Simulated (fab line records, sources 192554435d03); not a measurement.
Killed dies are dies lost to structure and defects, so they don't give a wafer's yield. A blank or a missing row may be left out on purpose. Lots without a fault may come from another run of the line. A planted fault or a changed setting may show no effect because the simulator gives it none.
fab line records | flow n5_finfet
record lots=24 wafers=72 last_day=19
route steps=1938 shown BEOL_M4@1100 BEOL_M5@1112 BEOL_M6@1198
lots that met no fault: from a run of the same line without faults
start_h: hours from the record's first day to the start of the lot's first wafer shown | wait_h: hours since the lot's step before | " the same as in the row above | L1.1+2: a row that stands for several wafers | - no value, or no start given | * or withheld: withheld | < > ~ a bound
route shown NAME@n: a module of which the file shows steps, and the number in the route of the first | usual: mean/standard deviation of fault-free wafers | same: alike in all rows | chamber/n: place in a boat | sites: the reading at each site | _std_site: their standard deviation | _edge_site: outer sites' mean less inner sites' | radius_mm: how far each site lies from the wafer's centre | mask NAME#n: copy n | behind: the tool/chamber that last shaped the wafer | hold: why the lot was held/for how many hours/how that ended | device: the transistor (n, p or np) that didn't switch | end of line: the same wafers' tests at the end of the route | a step without rows: its recipe alone | killed: dies lost to structure and defects at the first sort, not the wafer's yield | map: a wafer's dies, x killed, . not, _ none there
set.NAME: the setting as run; set.NAME@STEP: as run at that earlier step | model.NAME: the simulator's own value behind a step, which no gauge read
steps of the route over a sample of lots; a table a step, a row a wafer
services: from which hour (start_h, from the record's first day; less than 0 if before it) a tool's chamber was out of use, for how many hours, and why
## steps
# step N5_BEOL_M4_SPUTTER_96
# recipe material=Cu target_thk_a=45 temp_c=-20 chamber_pressure_pa=0.07 power_w=withheld time_s=8.29
# usual chuck_sensor_temp_C=-16.3/0.42 throttle_valve_pct=30.1/0.87
# columns lot.wafer tool chamber start_h wait_h chuck_sensor_temp_C throttle_valve_pct
L074.2 pvd_sputter-02 - 174.91 0.1 -16.3 28.5
L074.3 " - " " -16.2 29.9
L074.5 " - " " -16.2 30.1
L075.3 pvd_sputter-02 - 184.15 0.1 -16.6 31.0
L075.4 " - " " -16.3 29.7
L075.6 " - " " -16.0 30.3
L076.1 pvd_sputter-03 - 192.37 0.1 -16.8 30.3
L076.2 " - " " -15.9 30.3
L076.6 " - " " -16.5 31.1
L077.3 pvd_sputter-01 - 196.17 0.1 -16.6 28.1
L077.4 " - " " -16.0 30.8
L077.5 " - " " -17.1 30.6
L078.1 pvd_sputter-03 - 196.35 0.1 -16.2 31.2
L078.2 " - " " -15.9 30.2
L078.4 " - " " -16.9 30.1
L080.1 pvd_sputter-03 - 211.15 0.1 -16.5 30.4
L080.2 " - " " -16.0 30.5
L080.6 " - " " -15.9 30.4
L081.1 pvd_sputter-02 - 212.01 0.1 -16.6 31.3
L081.4 " - " " -16.1 30.5
L081.6 " - " " -16.4 28.3
L079.1 pvd_sputter-01 - 215.13 0.1 -15.8 31.2
L079.3 " - " " -17.2 30.5
L079.6 " - " " -17.1 30.5
L083.2 pvd_sputter-03 - 226.98 0.1 -15.4 30.2
L083.3 " - " " -15.8 30.2
L083.4 " - " " -16.9 30.2
L082.2 pvd_sputter-01 - 230.65 0.1 -15.8 31.0
L082.4 " - " " -16.6 30.0
L082.5 " - " " -16.0 30.8
L084.4 pvd_sputter-02 - 244.69 0.1 -16.3 28.1
L084.5 " - " " -16.7 31.3
L084.6 " - " " -16.0 30.1
L086.1 pvd_sputter-03 - 246.49 0.1 -16.2 31.0
L086.3 " - " " -16.7 30.3
L086.5 " - " " -16.2 31.0
L085.3 pvd_sputter-02 - 249.69 0.1 -16.5 28.6
L085.4 " - " " -16.5 31.1
L085.5 " - " " -16.0 30.0
L087.3 pvd_sputter-03 - 260.64 0.1 -16.2 31.0
L087.4 " - " " -15.6 30.2
L087.6 " - " " -16.8 30.4
L089.1 pvd_sputter-01 - 264.70 0.1 -16.5 28.1
L089.2 " - " " -17.2 30.7
L089.6 " - " " -16.0 30.6
L088.1 pvd_sputter-02 - 265.08 0.1 -16.3 28.3
L088.3 " - " " -16.3 29.9
L088.4 " - " " -16.7 31.0
L090.1 pvd_sputter-01 - 266.54 0.1 -16.2 30.9
L090.2 " - " " -16.6 28.3
L090.4 " - " " -17.1 30.7
L091.4 pvd_sputter-03 - 283.71 0.1 -16.8 30.3
L091.5 " - " " -16.2 31.0
L091.6 " - " " -15.7 30.4
L092.1 pvd_sputter-02 - 292.34 0.1 -16.0 30.5
L092.3 " - " " -16.8 30.9
L092.4 " - " " -16.5 28.2
L093.1 pvd_sputter-03 - 292.82 0.1 -16.3 30.9
L093.2 " - " " -15.9 30.3
L093.5 " - " " -16.3 30.8
L095.4 pvd_sputter-03 - 308.49 0.1 -16.8 30.2
L095.5 " - " " -16.9 30.3
L095.6 " - " " -15.9 30.6
L094.1 pvd_sputter-01 - 308.63 0.1 -16.6 29.9
L094.3 " - " " -16.0 31.2
L094.5 " - " " -16.5 30.0
L096.3 pvd_sputter-02 - 313.25 0.1 -16.0 30.1
L096.5 " - " " -16.2 30.0
L096.6 " - " " -16.1 30.5
L097.2 pvd_sputter-01 - 314.93 0.1 -16.6 30.0
L097.3 " - " " -17.2 30.5
L097.5 " - " " -16.6 30.1
# step N5_BEOL_M5_ILD_DEP_00
# recipe material=SiCOH_lowk target_thk_a=1406.4 temp_c=300 precursor=DEMS/porogen pressure_torr=5 rf_w=500 time_s=25.9
# usual heater_power_w=273/39 showerhead_plenum_p_Torr=5.728/0.014 throttle_valve_pct=14.3/0.95
# columns lot.wafer tool chamber start_h wait_h heater_power_w showerhead_plenum_p_Torr throttle_valve_pct
L074.2 pecvd-04 2 177.00 0.7 288 5.705 13.6
L074.3 " 0 " " 274 5.703 14.0
L074.5 " 0 " " 284 5.710 14.0
L075.3 pecvd-02 2 186.23 0.5 274 5.739 13.4
L075.4 " 0 " " 291 5.734 15.4
L075.6 " 2 " " 272 5.746 13.7
L076.1 pecvd-04 2 194.47 0.8 277 5.703 14.0
L076.2 " 1 " " 282 5.749 14.8
L076.6 " 2 " " 274 5.729 13.7
L077.3 pecvd-01 1 198.25 0.5 263 5.740 15.6
L077.4 " 2 " " 200 5.721 13.3
L077.5 " 1 " " 270 5.746 15.8
L078.1 pecvd-02 2 198.44 0.8 298 5.735 13.3
L078.2 " 0 " " 267 5.724 15.2
L078.4 " 2 " " 299 5.739 13.7
L080.1 pecvd-04 0 213.27 0.8 285 5.713 14.1
L080.2 " 1 " " 302 5.713 14.8
L080.6 " 1 " " 306 5.732 14.6
L081.1 pecvd-01 0 214.34 0.8 340 5.729 13.4
L081.4 " 1 " " 253 5.743 15.5
L081.6 " 2 " " 194 5.725 13.2
L079.1 pecvd-01 0 217.20 0.8 360 5.733 13.3
L079.3 " 2 " " 219 5.737 13.5
L079.6 " 1 " " 229 5.746 15.6
L083.2 pecvd-01 2 229.04 0.7 224 5.731 13.3
L083.3 " 0 " " 325 5.716 13.7
L083.4 " 1 " " 219 5.743 15.6
L082.2 pecvd-04 1 232.71 0.7 288 5.711 14.6
L082.4 " 1 " " 291 5.729 14.7
L082.5 " 0 " " 294 5.699 14.1
L084.4 pecvd-02 0 246.77 0.4 255 5.738 15.1
L084.5 " 2 " " 301 5.745 13.5
L084.6 " 1 " " 239 5.731 15.4
L086.1 pecvd-02 1 248.56 0.8 265 5.731 15.3
L086.3 " 2 " " 315 5.734 13.8
L086.5 " 2 " " 242 5.746 13.4
L085.3 pecvd-02 2 251.75 0.5 306 5.733 13.7
L085.4 " 0 " " 246 5.728 15.0
L085.5 " 2 " " 243 5.747 13.5
L087.3 pecvd-04 2 263.32 0.5 310 5.708 12.3
L087.4 " 2 " " 327 5.727 12.1
L087.6 " 0 " " 295 5.727 14.2
L089.1 pecvd-02 2 266.76 0.8 299 5.722 13.5
L089.2 " 0 " " 277 5.717 15.2
L089.6 " 0 " " 279 5.715 15.1
L088.1 pecvd-02 1 267.15 0.8 253 5.728 15.2
L088.3 " 0 " " 276 5.727 15.0
L088.4 " 1 " " 260 5.722 15.3
L090.1 pecvd-01 1 268.69 0.8 279 5.742 16.0
L090.2 " 2 " " 186 5.716 13.6
L090.4 " 1 " " 282 5.753 15.5
L091.4 pecvd-02 1 285.81 0.4 232 5.725 15.1
L091.5 " 0 " " 283 5.708 15.0
L091.6 " 2 " " 289 5.737 13.6
L092.1 pecvd-02 1 294.41 0.8 229 5.743 15.6
L092.3 " 0 " " 266 5.720 14.8
L092.4 " 0 " " 268 5.733 15.1
L093.1 pecvd-01 1 295.12 0.8 270 5.753 15.8
L093.2 " 0 " " 351 5.724 13.3
L093.5 " 1 " " 274 5.738 15.7
L095.4 pecvd-04 0 310.57 0.4 303 5.707 14.2
L095.5 " 1 " " 312 5.723 14.7
L095.6 " 2 " " 329 5.712 12.4
L094.1 pecvd-01 2 310.84 0.8 234 5.740 14.1
L094.3 " 0 " " 345 5.720 13.3
L094.5 " 2 " " 235 5.718 13.7
L096.3 pecvd-02 1 315.34 0.5 237 5.736 15.3
L096.5 " 1 " " 245 5.728 15.2
L096.6 " 2 " " 255 5.743 13.4
L097.2 pecvd-04 0 317.77 0.7 296 5.703 14.5
L097.3 " 2 " " 298 5.716 12.2
L097.5 " 2 " " 302 5.713 12.3
# step N5_BEOL_M5_CD_MEAS_28
# recipe target_cd_nm=30.6 landing_energy_ev=500 detector=se_inlens target_cd_y_nm=20 polarity=opening
# usual cd_nm=30.5/0.3
# columns lot.wafer tool chamber start_h wait_h cd_nm
L074.2 cd_sem-01 0 181.33 - 30.6
L074.3 " 0 " " 30.5
L074.5 " 0 " " 30.8
L075.3 cd_sem-01 0 189.32 - 30.3
L075.4 " 0 " " 30.1
L075.6 " 0 " " 30.2
L076.1 cd_sem-03 0 200.75 - 30.3
L076.2 " 0 " " 30.4
L076.6 " 0 " " 30.6
L077.3 cd_sem-01 0 200.81 - 30.1
L077.4 " 0 " " 30.7
L077.5 " 0 " " 30.5
L078.1 cd_sem-03 0 200.85 - 30.3
L078.2 " 0 " " 30.8
L078.4 " 0 " " 30.4
L080.1 cd_sem-02 0 216.75 - 30.1
L080.2 " 0 " " 30.4
L080.6 " 0 " " 30.5
L081.1 cd_sem-01 0 217.03 - 30.5
L081.4 " 0 " " 30.7
L081.6 " 0 " " 31.3
L079.1 cd_sem-02 0 219.54 - 30.0
L079.3 " 0 " " 30.5
L079.6 " 0 " " 30.0
L083.2 cd_sem-02 0 232.59 - 30.5
L083.3 " 0 " " 30.6
L083.4 " 0 " " 30.6
L082.2 cd_sem-03 0 235.40 - 30.1
L082.4 " 0 " " 30.2
L082.5 " 0 " " 30.3
L084.4 cd_sem-03 0 249.81 - 30.6
L084.5 " 0 " " 30.5
L084.6 " 0 " " 30.7
L086.1 cd_sem-03 0 252.05 - 30.9
L086.3 " 0 " " 30.4
L086.5 " 0 " " 30.4
L085.3 cd_sem-02 0 255.44 - 30.3
L085.4 " 0 " " 30.3
L085.5 " 0 " " 30.2
L087.3 cd_sem-01 0 267.60 - 30.7
L087.4 " 0 " " 30.6
L087.6 " 0 " " 30.3
L089.1 cd_sem-01 0 270.89 - 30.1
L089.2 " 0 " " 29.9
L089.6 " 0 " " 29.9
L088.1 cd_sem-01 0 271.07 - 30.2
L088.3 " 0 " " 30.4
L088.4 " 0 " " 30.3
L090.1 cd_sem-03 0 273.88 - 30.4
L090.2 " 0 " " 30.9
L090.4 " 0 " " 29.8
L091.4 cd_sem-01 0 288.54 - 30.8
L091.5 " 0 " " 30.4
L091.6 " 0 " " 30.5
L093.1 cd_sem-03 0 297.22 - 30.3
L093.2 " 0 " " 30.4
L093.5 " 0 " " 30.9
L092.1 cd_sem-01 0 297.43 - 30.9
L092.3 " 0 " " 30.3
L092.4 " 0 " " 30.3
L095.4 cd_sem-03 0 312.98 - 30.1
L095.5 " 0 " " 30.1
L095.6 " 0 " " 29.5
L094.1 cd_sem-02 0 314.86 - 30.5
L094.3 " 0 " " 31.1
L094.5 " 0 " " 30.9
L097.2 cd_sem-02 0 323.09 - 30.5
L097.3 " 0 " " 30.9
L097.5 " 0 " " 30.9
L096.3 cd_sem-01 0 323.30 - 30.1
L096.5 " 0 " " 30.3
L096.6 " 0 " " 30.4
# step N5_BEOL_M5_STRIP_36
# recipe chemistry=N2/H2 power_w=450 temp_c=40 pressure_mtorr=20 rf_frequency_hz=6e+07 overash_fraction=0.3 bias_power_w=7 h2_frac=0.5 n2_flow_sccm=200 h2_flow_sccm=200
# usual drypump_motor_current_A=5.76/0.3 oes_product_au=0.78/0.078 rf_vpp_V=59.2/1.4 showerhead_plenum_p_Torr=2.52/0.093 throttle_valve_pct=23.69/0.28
# columns lot.wafer tool chamber start_h wait_h drypump_motor_current_A oes_product_au rf_hours_counter_h rf_vpp_V showerhead_plenum_p_Torr throttle_valve_pct
L074.2 rie_diel-03 0 181.67 0.0 6.41 0.92 9 58.7 2.48 23.36
L074.3 " 3 " " 5.72 0.77 172 61.3 2.44 23.92
L074.5 " 0 " " 6.41 0.92 - 59.5 2.48 23.40
L075.3 rie_diel-05 0 189.66 0.0 5.51 0.96 16 59.1 2.61 23.99
L075.4 " 2 " " 5.34 0.72 196 61.9 2.49 23.20
L075.6 " 1 " " 5.78 0.72 - 60.0 2.65 23.55
L076.1 rie_diel-03 0 201.25 0.0 6.42 0.89 16 60.3 2.47 23.39
L076.2 " 1 " " 5.97 0.76 146 56.0 2.55 23.75
L076.6 " 1 " " 5.95 0.76 - 59.0 2.56 23.75
L077.3 rie_diel-06 0 201.26 0.0 5.57 0.86 43 60.6 2.47 23.70
L077.4 " 3 " " 5.89 0.77 - 57.8 2.42 23.42
L077.5 " 0 " " 5.58 0.85 - 59.6 2.47 23.73
L078.1 rie_diel-06 0 201.65 0.0 5.57 0.86 43 58.4 2.47 23.72
L078.2 " 3 " " 5.86 0.77 142 59.2 2.42 23.45
L078.4 " 1 " " 5.65 0.76 - 59.5 2.44 23.83
L080.1 rie_diel-05 3 217.12 0.0 5.97 0.80 79 57.7 2.59 24.11
L080.2 " 1 " " 5.74 0.73 172 63.5 2.64 23.54
L080.6 " 0 " " 5.49 0.94 - 58.5 2.61 23.98
L081.1 rie_diel-03 2 217.88 0.0 6.07 0.69 213 58.3 2.41 23.52
L081.4 " 0 " " 6.42 0.88 - 56.7 2.47 23.40
L081.6 " 1 " " 5.95 0.75 - 61.0 2.55 23.72
L079.1 rie_diel-05 2 219.88 0.0 5.33 0.73 205 59.1 2.48 23.19
L079.3 " 0 " " 5.53 0.93 29 58.5 2.61 24.02
L079.6 " 2 " " 5.34 0.74 - 59.3 2.48 23.23
L083.2 rie_diel-05 2 233.27 0.0 5.35 0.72 210 58.8 2.48 23.20
L083.3 " 0 " " 5.47 0.93 32 60.5 2.60 24.01
L083.4 " 3 " " 5.96 0.79 84 58.6 2.59 24.15
L082.2 rie_diel-05 0 235.74 0.0 5.51 0.92 33 59.2 2.60 24.01
L082.4 " 2 " " 5.33 0.71 210 60.4 2.48 23.18
L082.5 " 2 " " 5.33 0.71 - 58.3 2.48 23.22
L084.4 rie_diel-03 0 250.32 0.0 6.40 0.87 32 60.6 2.47 23.40
L084.5 " 3 " " 5.71 0.73 - 59.0 2.43 23.94
L084.6 " 2 " " 6.07 0.69 - 57.9 2.41 23.52
L086.1 rie_diel-03 3 252.90 0.0 5.71 0.74 191 57.9 2.43 23.96
L086.3 " 1 " " 5.97 0.73 163 61.5 2.55 23.79
L086.5 " 0 " " 6.42 0.87 - 59.4 2.47 23.39
L085.3 rie_diel-06 0 255.79 0.0 5.57 0.82 61 58.4 2.47 23.75
L085.4 " 3 " " 5.89 0.76 157 58.8 2.41 23.49
L085.5 " 3 " " 5.89 0.75 - 60.1 2.41 23.43
L087.3 rie_diel-05 3 267.95 0.0 5.96 0.80 91 58.5 2.59 24.16
L087.4 " 1 " " 5.77 0.72 186 57.5 2.64 23.53
L087.6 " 0 " " 5.51 0.90 - 60.6 2.60 24.03
L088.1 rie_diel-03 3 272.10 0.0 5.72 0.75 196 58.7 2.43 23.95
L088.3 " 1 " " 5.97 0.74 169 57.8 2.54 23.80
L088.4 " 0 " " 6.42 0.85 39 59.7 2.46 23.41
L089.1 rie_diel-05 2 272.61 0.0 5.33 0.71 219 59.2 2.48 23.22
L089.2 " 0 " " 5.51 0.91 41 60.2 2.60 24.03
L089.6 " 2 " " 5.33 0.72 - 57.6 2.48 23.23
L090.1 rie_diel-06 0 274.74 0.0 5.57 0.82 67 57.1 2.46 23.72
L090.2 " 3 " " 5.86 0.75 163 57.9 2.41 23.48
L090.4 " 2 " " 5.34 0.92 17 60.9 2.74 23.84
L091.4 rie_diel-05 1 288.88 0.0 5.78 0.72 192 60.0 2.63 23.57
L091.5 " 2 " " 5.34 0.72 - 58.4 2.47 23.23
L091.6 " 1 " " 5.79 0.70 - 60.0 2.63 23.58
L093.1 rie_diel-05 1 297.57 0.0 5.78 0.71 195 59.3 2.63 23.57
L093.2 " 0 " " 5.53 0.90 48 61.0 2.60 24.03
L093.5 " 1 " " 5.74 0.70 - 60.9 2.63 23.57
L092.1 rie_diel-06 1 298.00 0.0 5.65 0.72 206 59.2 2.43 23.86
L092.3 " 2 " " 5.34 0.90 25 59.1 2.73 23.88
L092.4 " 3 " " 5.88 0.75 170 59.0 2.41 23.47
L095.4 rie_diel-06 3 313.33 0.0 5.85 0.73 174 59.3 2.41 23.48
L095.5 " 2 " " 5.34 0.86 - 60.0 2.73 23.86
L095.6 " 3 " " 5.87 0.73 - 58.8 2.41 23.49
L094.1 rie_diel-05 2 315.28 0.0 5.32 0.72 233 59.6 2.47 23.24
L094.3 " 0 " " 5.52 0.88 54 57.2 2.60 24.06
L094.5 " 3 " " 5.92 0.78 - 57.5 2.58 24.16
L097.2 rie_diel-05 2 323.44 0.0 5.33 0.69 235 58.1 2.47 23.26
L097.3 " 1 " " 5.77 0.70 202 58.4 2.63 23.60
L097.5 " 2 " " 5.33 0.70 - 58.7 2.47 23.28
L096.3 rie_diel-03 2 323.64 0.0 6.02 0.66 247 57.6 2.40 23.56
L096.5 " 1 " " 5.98 0.71 - 58.5 2.54 23.82
L096.6 " 2 " " 6.08 0.66 - 57.7 2.40 23.53
# step N5_BEOL_M5_CURE_80
# recipe temp_c=370 time_s=120 ambient=DMADMS/He material=SiCOH_lowk
# usual lamp_power_pct=52.32/0.054 wafer_temp_C_max=371.9/0.66
# columns lot.wafer tool chamber start_h wait_h lamp_power_pct wafer_temp_C_max
L074.2 uv_cure-02 1 182.12 0.1 52.39 372.4
L074.3 " 1 " " 52.27 372.6
L074.5 " 1 " " 52.37 372.5
L075.3 uv_cure-01 2 190.15 0.1 52.34 371.6
L075.4 " 2 " " 52.35 371.9
L075.6 " 2 " " 52.32 371.8
L076.1 uv_cure-01 0 201.63 0.0 52.38 371.8
L076.2 " 0 " " 52.31 371.6
L076.6 " 0 " " 52.30 371.6
L077.3 uv_cure-03 1 201.85 0.2 52.20 371.2
L077.4 " 1 " " 52.44 371.4
L077.5 " 1 " " 52.37 371.8
L078.1 uv_cure-02 2 202.04 0.0 52.36 372.4
L078.2 " 2 " " 52.37 371.9
L078.4 " 2 " " 52.28 371.8
L080.1 uv_cure-02 2 217.50 0.0 52.36 371.9
L080.2 " 2 " " 52.38 370.9
L080.6 " 2 " " 52.30 371.3
L081.1 uv_cure-02 1 218.27 0.0 52.29 372.0
L081.4 " 1 " " 52.35 373.0
L081.6 " 1 " " 52.25 372.1
L079.1 uv_cure-02 1 220.27 0.0 52.30 372.1
L079.3 " 1 " " 52.38 371.6
L079.6 " 1 " " 52.36 371.7
L083.2 uv_cure-01 2 233.71 0.1 52.34 372.3
L083.3 " 2 " " 52.27 371.7
L083.4 " 2 " " 52.38 371.9
L082.2 uv_cure-02 2 236.20 0.1 52.35 371.6
L082.4 " 2 " " 52.30 371.7
L082.5 " 2 " " 52.27 371.7
L084.4 uv_cure-03 2 250.86 0.2 52.37 372.1
L084.5 " 2 " " 52.41 373.8
L084.6 " 2 " " 52.37 372.6
L086.1 uv_cure-02 0 253.28 0.0 52.38 370.9
L086.3 " 0 " " 52.28 371.3
L086.5 " 0 " " 52.30 371.1
L085.3 uv_cure-03 2 256.27 0.1 52.28 373.5
L085.4 " 2 " " 52.33 374.2
L085.5 " 2 " " 52.34 372.1
L087.3 uv_cure-02 1 268.44 0.1 52.32 372.2
L087.4 " 1 " " 52.33 372.0
L087.6 " 1 " " 52.32 371.5
L088.1 uv_cure-03 0 272.59 0.0 52.32 371.0
L088.3 " 0 " " 52.39 371.2
L088.4 " 0 " " 52.34 371.2
L089.1 uv_cure-03 1 272.99 0.0 52.27 370.8
L089.2 " 1 " " 52.34 371.3
L089.6 " 1 " " 52.32 371.2
L090.1 uv_cure-02 0 275.13 0.0 52.25 371.5
L090.2 " 0 " " 52.34 371.3
L090.4 " 0 " " 52.38 371.6
L091.4 uv_cure-03 2 289.42 0.2 52.39 372.6
L091.5 " 2 " " 52.30 373.0
L091.6 " 2 " " 52.37 373.6
L093.1 uv_cure-03 2 297.96 0.0 52.25 372.7
L093.2 " 2 " " 52.38 372.0
L093.5 " 2 " " 52.34 372.7
L092.1 uv_cure-02 1 298.39 0.0 52.32 372.0
L092.3 " 1 " " 52.36 371.6
L092.4 " 1 " " 52.30 371.9
L095.4 uv_cure-01 1 314.01 0.3 52.35 372.0
L095.5 " 1 " " 52.37 371.6
L095.6 " 1 " " 52.34 371.9
L094.1 uv_cure-03 1 315.88 0.2 52.25 371.4
L094.3 " 1 " " 52.25 371.7
L094.5 " 1 " " 52.34 371.3
L097.2 uv_cure-01 0 324.03 0.2 52.32 371.4
L097.3 " 0 " " 52.28 371.4
L097.5 " 0 " " 52.21 371.7
L096.3 uv_cure-01 0 325.43 1.4 52.21 371.6
L096.5 " 0 " " 52.30 371.4
L096.6 " 0 " " 52.34 371.4
# step N5_BEOL_M6_HM_DEP_02
# recipe material=TiN target_thk_a=200 temp_c=25 chamber_pressure_pa=0.49996
# usual throttle_valve_pct=30.1/0.9
# columns lot.wafer tool chamber start_h wait_h throttle_valve_pct
L074.2 pvd_sputter-03 - 193.15 2.1 30.7
L074.3 " - " " 30.5
L074.5 " - " " 30.3
L075.3 pvd_sputter-02 - 198.11 0.7 31.2
L075.4 " - " " 30.4
L075.6 " - " " 29.8
L076.1 pvd_sputter-02 - 209.73 0.4 31.0
L076.2 " - " " 30.0
L076.6 " - " " 29.8
L077.3 pvd_sputter-03 - 211.33 1.7 30.1
L077.4 " - " " 30.1
L077.5 " - " " 30.2
L078.1 pvd_sputter-03 - 211.51 1.5 30.5
L078.2 " - " " 30.3
L078.4 " - " " 30.3
L080.1 pvd_sputter-02 - 227.08 1.8 29.9
L080.2 " - " " 31.3
L080.6 " - " " 29.8
L081.1 pvd_sputter-02 - 227.28 0.8 28.2
L081.4 " - " " 29.9
L081.6 " - " " 28.2
L079.1 pvd_sputter-03 - 230.40 1.9 30.2
L079.3 " - " " 30.5
L079.6 " - " " 30.8
L083.2 pvd_sputter-02 - 242.75 0.8 30.2
L083.3 " - " " 31.1
L083.4 " - " " 28.0
L082.2 pvd_sputter-02 - 246.83 3.0 28.3
L082.4 " - " " 29.7
L082.5 " - " " 29.7
L084.4 pvd_sputter-03 - 260.76 2.8 30.1
L084.5 " - " " 30.5
L084.6 " - " " 30.1
L086.1 pvd_sputter-01 - 262.76 0.5 30.3
L086.3 " - " " 28.2
L086.5 " - " " 31.1
L085.3 pvd_sputter-03 - 265.42 1.3 30.8
L085.4 " - " " 30.9
L085.5 " - " " 30.2
L087.3 pvd_sputter-03 - 275.83 0.0 30.3
L087.4 " - " " 30.9
L087.6 " - " " 30.9
L088.1 pvd_sputter-01 - 281.33 1.1 30.7
L088.3 " - " " 30.0
L088.4 " - " " 31.1
L089.1 pvd_sputter-01 - 281.51 0.6 30.1
L089.2 " - " " 30.6
L089.6 " - " " 29.9
L090.1 pvd_sputter-02 - 284.45 0.9 29.9
L090.2 " - " " 31.4
L090.4 " - " " 28.3
L091.4 pvd_sputter-01 - 298.18 1.0 29.9
L091.5 " - " " 30.4
L091.6 " - " " 30.0
L093.1 pvd_sputter-02 - 306.50 0.3 30.0
L093.2 " - " " 28.5
L093.5 " - " " 28.3
L092.1 pvd_sputter-02 - 309.14 1.7 30.1
L092.3 " - " " 31.1
L092.4 " - " " 30.4
L095.4 pvd_sputter-01 - 324.31 0.5 30.6
L095.5 " - " " 30.9
L095.6 " - " " 29.7
L094.1 pvd_sputter-03 - 327.53 0.1 30.5
L094.3 " - " " 30.4
L094.5 " - " " 30.5
L097.2 pvd_sputter-01 - 333.40 0.9 29.9
L097.3 " - " " 30.4
L097.5 " - " " 30.0
L096.3 pvd_sputter-02 - 337.37 2.6 29.9
L096.5 " - " " 29.8
L096.6 " - " " 28.3
## services
# columns tool chamber start_h hours kind
rie_diel-03 1 154.43 5.8 repair
rie_diel-06 3 165.87 11.5 repair
pecvd-04 1 171.87 21.9 repair
uv_cure-02 - 173.28 1.0 pm
pvd_sputter-02 - 177.90 0.7 repair
pecvd-01 2 180.44 14.7 repair
rie_diel-06 2 182.28 6.3 repair
uv_cure-01 - 194.94 3.2 repair
pecvd-01 - 196.23 0.5 repair
uv_cure-01 - 198.79 2.1 pm
rie_diel-03 3 204.13 13.8 repair
uv_cure-01 - 209.79 1.4 repair
rie_diel-06 - 216.83 4.3 pm
pecvd-01 - 219.58 1.3 repair
rie_diel-05 3 228.51 2.4 repair
uv_cure-03 - 232.20 1.1 repair
rie_diel-06 2 235.86 5.7 repair
rie_diel-05 - 249.68 4.3 pm
rie_diel-05 - 290.91 0.9 repair
pecvd-01 2 291.60 2.1 repair
pecvd-04 - 292.23 3.4 repair
uv_cure-02 - 302.94 4.1 repair
uv_cure-02 - 309.14 21.6 repair
uv_cure-01 - 310.23 3.4 pm
## key
fault none
